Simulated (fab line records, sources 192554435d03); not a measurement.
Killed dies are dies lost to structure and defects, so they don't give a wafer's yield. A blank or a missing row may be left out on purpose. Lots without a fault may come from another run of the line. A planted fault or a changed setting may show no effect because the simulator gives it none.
fab line records | flow n5_finfet | part 2 of 2: steps 18 to 28 of 28
record lots=5 wafers=15 last_day=17
route steps=1938 shown BEOL_M11@1563
lots that met no fault: from a run of the same line without faults
start_h: hours from the record's first day to the start of the lot's first wafer shown | wait_h: hours since the lot's step before | " the same as in the row above | L1.1+2: a row that stands for several wafers | - no value, or no start given | * or withheld: withheld | < > ~ a bound
route shown NAME@n: a module of which the file shows steps, and the number in the route of the first | usual: mean/standard deviation of fault-free wafers | same: alike in all rows | chamber/n: place in a boat | sites: the reading at each site | _std_site: their standard deviation | _edge_site: outer sites' mean less inner sites' | radius_mm: how far each site lies from the wafer's centre | mask NAME#n: copy n | behind: the tool/chamber that last shaped the wafer | hold: why the lot was held/for how many hours/how that ended | device: the transistor (n, p or np) that didn't switch | end of line: the same wafers' tests at the end of the route | a step without rows: its recipe alone | killed: dies lost to structure and defects at the first sort, not the wafer's yield | map: a wafer's dies, x killed, . not, _ none there
set.NAME: the setting as run; set.NAME@STEP: as run at that earlier step | model.NAME: the simulator's own value behind a step, which no gauge read
lots at some steps of the route; a table a step, a row a wafer
services: from which hour (start_h, from the record's first day; less than 0 if before it) a tool's chamber was out of use, for how many hours, and why
## steps
# step N5_BEOL_M11_STRIP_77
# recipe chemistry=N2/H2 time_s=10 power_w=450 temp_c=40 pressure_mtorr=20 rf_frequency_hz=6e+07 bias_power_w=7 n2_flow_sccm=200 h2_flow_sccm=200
# usual chamber_pressure_mTorr=20.000/0.018 drypump_motor_current_A=5.4/0.43 oes_product_au=0.75/0.083 rf_vpp_V=59.1/0.86 showerhead_plenum_p_Torr=2.49/0.1 throttle_valve_pct=23.69/0.25
# columns lot.wafer tool chamber start_h wait_h chamber_pressure_mTorr drypump_motor_current_A oes_product_au rf_hours_counter_h rf_vpp_V showerhead_plenum_p_Torr throttle_valve_pct
L086.2 rie_diel-06 3 - - 20.005 5.6 0.95 8 60.7 2.71 23.49
L086.3 " 2 " " 19.973 5.0 0.72 195 59.3 2.42 23.60
L086.4 " 0 " " 20.011 5.5 0.70 195 59.0 2.52 24.23
L088.2 rie_diel-06 2 - - 19.972 5.0 0.71 199 60.1 2.42 23.62
L088.4 " 3 " " 19.968 5.6 0.93 12 61.1 2.71 23.51
L088.6 " 1 " " 20.004 4.9 0.73 - 59.8 2.42 23.59
L090.1 rie_diel-06 1 - - 20.001 5.0 0.72 194 58.5 2.42 23.61
L090.5 " 2 " " 19.997 5.0 0.70 - 58.1 2.41 23.63
L090.6 " 3 " " 20.012 5.6 0.92 - 60.0 2.71 23.51
L093.3 rie_diel-06 2 - - 20.009 5.0 0.71 204 56.8 2.41 23.62
L093.4 " 1 " " 20.015 4.9 0.73 196 59.6 2.42 23.60
L093.6 " 0 " " 19.987 5.5 0.69 - 59.3 2.52 24.23
L095.2 rie_diel-06 0 - - 20.021 5.5 0.68 214 59.1 2.51 24.25
L095.4 " 2 " " 20.008 5.0 0.70 212 59.8 2.41 23.63
L095.6 " 0 " " 20.019 5.5 0.69 - 58.5 2.51 24.25
# step N5_BEOL_M11_OCD_MEAS_38
# usual trench_depth_nm=147.7/1.7
# columns lot.wafer tool chamber start_h wait_h trench_depth_nm
L086.2 ocd-02 - 302.98 - 149.6
L086.3 " - " " 147.6
L086.4 " - " " 144.6
L088.2 ocd-02 - 312.57 - 148.0
L088.4 " - " " 149.5
L088.6 " - " " 148.8
L090.1 ocd-02 - 330.35 - 145.7
L090.5 " - " " 148.1
L090.6 " - " " 149.0
L093.3 ocd-02 - 333.70 - 147.4
L093.4 " - " " 146.6
L093.6 " - " " 145.6
L095.2 ocd-01 - 362.09 - 145.8
L095.4 " - " " 148.9
L095.6 " - " " 146.5
# step N5_BEOL_M11_HM_STRIP_39
# recipe chemistry=peroxide_tin_strip material=TiN target_depth_a=250 temp_c=50 time_s=158
# columns lot.wafer tool chamber start_h wait_h
L086.2+3+4 wet_bench-05 5,3,1 303.01 0.0
L088.2+4+6 wet_bench-04 7,2,5 312.61 0.0
L090.1+5+6 wet_bench-04 4,1,6 330.38 0.0
L093.3+4+6 wet_bench-01 4,7,0 333.73 0.0
L095.2+4+6 wet_bench-05 5,2,1 362.13 0.0
# step N5_BEOL_M11_SRD_40
# recipe time_s=30 temp_c=23 rinse_liquid=diw dry=ipa_marangoni
# columns lot.wafer tool chamber start_h wait_h
L086.2+3+4 wet_bench-05 5,3,1 303.05 0.0
L088.2+4+6 wet_bench-04 7,2,5 312.70 0.0
L090.1+5+6 wet_bench-04 4,1,6 330.43 0.0
L093.3+4+6 wet_bench-01 4,7,0 333.78 0.0
L095.2+4+6 wet_bench-05 5,2,1 362.18 0.0
# step N5_BEOL_M11_PRECLEAN_42
# recipe chemistry=residue_remover time_s=60 temp_c=40
# columns lot.wafer tool chamber start_h wait_h
L086.2+3+4 wet_bench-05 5,3,1 303.07 0.0
L088.2+4+6 wet_bench-04 7,2,5 312.73 0.0
L090.1+5+6 wet_bench-04 4,1,6 330.45 0.0
L093.3+4+6 wet_bench-01 4,7,0 333.80 0.0
L095.2+4+6 wet_bench-05 5,2,1 362.19 0.0
# step N5_BEOL_M11_SRD_43
# recipe time_s=30 temp_c=23 rinse_liquid=diw dry=ipa_marangoni
# columns lot.wafer tool chamber start_h wait_h
L086.2+3+4 wet_bench-05 5,3,1 303.09 0.0
L088.2+4+6 wet_bench-04 7,2,5 312.77 0.0
L090.1+5+6 wet_bench-04 4,1,6 330.47 0.0
L093.3+4+6 wet_bench-01 4,7,0 333.82 0.0
L095.2+4+6 wet_bench-05 5,2,1 362.21 0.0
# step N5_BEOL_M11_CD_MEAS_35
# recipe target_cd_nm=70 polarity=opening
# usual cd_nm=70.1/0.46
# columns lot.wafer tool chamber start_h wait_h cd_nm
L086.2 cd_sem-03 - 303.13 0.0 70.1
L086.3 " - " " 71.0
L086.4 " - " " 70.7
L088.2 cd_sem-02 - 312.82 0.0 70.2
L088.4 " - " " 70.7
L088.6 " - " " 70.7
L090.1 cd_sem-02 - 330.51 0.0 69.3
L090.5 " - " " 69.8
L090.6 " - " " 70.1
L093.3 cd_sem-02 - 333.86 0.0 70.5
L093.4 " - " " 69.7
L093.6 " - " " 70.6
L095.2 cd_sem-03 - 362.25 0.0 70.7
L095.4 " - " " 70.9
L095.6 " - " " 70.4
# step N5_BEOL_M11_CURE_72
# recipe temp_c=370 time_s=120 ambient=DMADMS/He material=SiCOH_lowk
# usual lamp_power_pct=52.32/0.055 wafer_temp_C_max=371.5/0.45
# columns lot.wafer tool chamber start_h wait_h lamp_power_pct wafer_temp_C_max
L086.2 uv_cure-02 0 303.51 0.4 52.33 371.8
L086.3 " 0 " " 52.39 371.4
L086.4 " 0 " " 52.37 371.0
L088.2 uv_cure-03 2 312.91 0.1 52.35 371.5
L088.4 " 2 " " 52.33 372.6
L088.6 " 2 " " 52.23 371.8
L090.1 uv_cure-02 2 330.55 0.0 52.23 371.1
L090.5 " 2 " " 52.37 371.2
L090.6 " 2 " " 52.40 371.1
L093.3 uv_cure-02 1 334.00 0.1 52.33 370.7
L093.4 " 1 " " 52.21 370.9
L093.6 " 1 " " 52.34 371.4
L095.2 uv_cure-01 2 362.57 0.3 52.26 371.7
L095.4 " 2 " " 52.27 371.8
L095.6 " 2 " " 52.39 371.5
# step N5_BEOL_M11_DEGAS_44
# recipe ambient=vacuum temp_c=250 time_s=60
# usual heater_power_w=335/34
# columns lot.wafer tool chamber start_h wait_h heater_power_w
L086.2 pvd_sputter-03 - 304.04 0.5 396
L086.3 " - " " 293
L086.4 " - " " 393
L088.2 pvd_sputter-01 - 313.32 0.4 291
L088.4 " - " " 343
L088.6 " - " " 329
L090.1 pvd_sputter-01 - 331.06 0.5 323
L090.5 " - " " 298
L090.6 " - " " 337
L093.3 pvd_sputter-03 - 334.27 0.2 408
L093.4 " - " " 397
L093.6 " - " " 348
L095.2 pvd_sputter-02 - 363.03 0.4 294
L095.4 " - " " 332
L095.6 " - " " 299
# step N5_BEOL_M11_PRE_CLEAN_45
# recipe gas=H2/He time_s=30 temp_c=250
# usual heater_power_w=335/33
# columns lot.wafer tool chamber start_h wait_h heater_power_w
L086.2 pvd_sputter-03 - 304.08 0.0 399
L086.3 " - " " 291
L086.4 " - " " 393
L088.2 pvd_sputter-01 - 313.36 0.0 293
L088.4 " - " " 343
L088.6 " - " " 325
L090.1 pvd_sputter-01 - 331.10 0.0 318
L090.5 " - " " 281
L090.6 " - " " 340
L093.3 pvd_sputter-03 - 334.31 0.0 398
L093.4 " - " " 406
L093.6 " - " " 342
L095.2 pvd_sputter-02 - 363.07 0.0 305
L095.4 " - " " 329
L095.6 " - " " 296
# step N5_BEOL_M11_ALD_74
# recipe material=TaN target_thk_a=20 temp_c=275 ald_precursor_family=PDMAT ald_co_reactant=NH3 pressure_torr=3 carrier_flow_sccm=1500 pulse_time_s=2 purge_time_s=3 co_reactant_purge_time_s=2 co_reactant_pulse_time_s=3 ald_cycles=40 precursor_vessel_temp_c=75 precursor_vessel_pressure_torr=26.25 precursor_vessel_carrier_sccm=1000
# usual heater_power_outer_w=238/24 heater_power_w=423/30
# same pulse_time_s=2
# columns lot.wafer tool chamber start_h wait_h heater_power_outer_w heater_power_w
L086.2 ald_metal-04 2 304.14 0.0 208 387
L086.3 " 1 " " 239 444
L086.4 " 0 " " 256 437
L088.2 ald_metal-04 2 313.62 0.2 205 384
L088.4 " 0 " " 261 435
L088.6 " 1 " " 240 431
L090.1 ald_metal-02 2 331.16 0.0 212 390
L090.5 " 0 " " 229 413
L090.6 " 3 " " 248 452
L093.3 ald_metal-04 1 334.41 0.1 246 444
L093.4 " 2 " " 212 392
L093.6 " 3 " " 216 382
L095.2 ald_metal-02 0 363.15 0.1 225 407
L095.4 " 3 " " 247 440
L095.6 " 3 " " 247 435
## services
# columns tool chamber start_h hours kind
arfi_scanner-03 - 280.43 0.4 repair
pvd_sputter-01 - 281.97 1.4 repair
uv_cure-01 - 285.16 4.7 repair
uv_cure-03 - 302.98 7.5 pm
arfi_scanner-03 - 325.72 1.1 repair
uv_cure-03 - 325.83 6.0 pm
arfi_scanner-03 - 326.85 1.0 pm
pvd_sputter-01 - 327.03 2.4 repair
arfi_scanner-02 - 329.74 0.8 pm
uv_cure-03 - 331.83 1.0 pm
arfi_scanner-03 - 334.36 0.8 pm
wet_bench-01 - 343.80 3.6 repair
arfi_scanner-02 - 350.10 1.0 pm
arfi_scanner-01 - 352.58 1.3 repair
arfi_scanner-03 - 357.61 3.1 pm
arfi_scanner-02 - 359.49 1.3 pm
wet_bench-04 - 361.56 0.6 repair
